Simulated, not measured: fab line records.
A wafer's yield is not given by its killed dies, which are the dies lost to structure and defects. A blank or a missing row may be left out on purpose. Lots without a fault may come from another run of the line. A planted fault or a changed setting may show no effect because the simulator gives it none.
Chamber matching	flow nand harc	pecvd-01 running NHARC_A_M1_DEP_33: 3 sister chambers
The step deposits SiCN, target thk 30 nm. 6 wafers are shown with their chamber, then 9 later ones without.

== WAFERS WITH THEIR CHAMBER ==
wafer	chamber	heater power w (W)
L080.4	2	610
L081.2	2	668
L081.4	1	538
L090.1	0	587
L090.2	1	591
L090.5	0	581

== WAFERS WHOSE CHAMBER IS MISSING ==
wafer	heater power w (W)
L094.1	523
L094.5	656
L094.6	603
L096.2	525
L096.5	623
L096.6	513
L095.1	560
L095.2	570
L095.6	573

== THE CHAMBER EACH PASSED THROUGH ==
wafer	from the rows above	in truth
L094.1	can't be placed: 1 or 0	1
L094.5	can't be placed: 2 or 0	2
L094.6	can't be placed: 0 or 2 or 1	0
L096.2	can't be placed: 1 or 0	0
L096.5	can't be placed: 2 or 0 or 1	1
L096.6	can't be placed: 1 or 0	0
L095.1	can't be placed: 1 or 0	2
L095.2	can't be placed: 1 or 0 or 2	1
L095.6	can't be placed: 1 or 0 or 2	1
Correct placement for 0 of the 9. Unplaceable from these rows: 9, with the true chamber sitting among the candidates in 8. 0 placed wrongly.
How it was worked out, from the rows above alone: a wafer's distance from a chamber is the root of the sum, over the readings, of the square of ((its reading less the chamber's mean) divided by the reading's scatter). The wafer belongs to the nearest chamber; if the next one is less than 2 further off, it can't be placed. The mean given for a chamber averages the wafers shown for that chamber. The scatter: take each reading less its chamber's mean, square it, sum over the shown wafers, divide by the number of wafers less the number of chambers, and take the root.
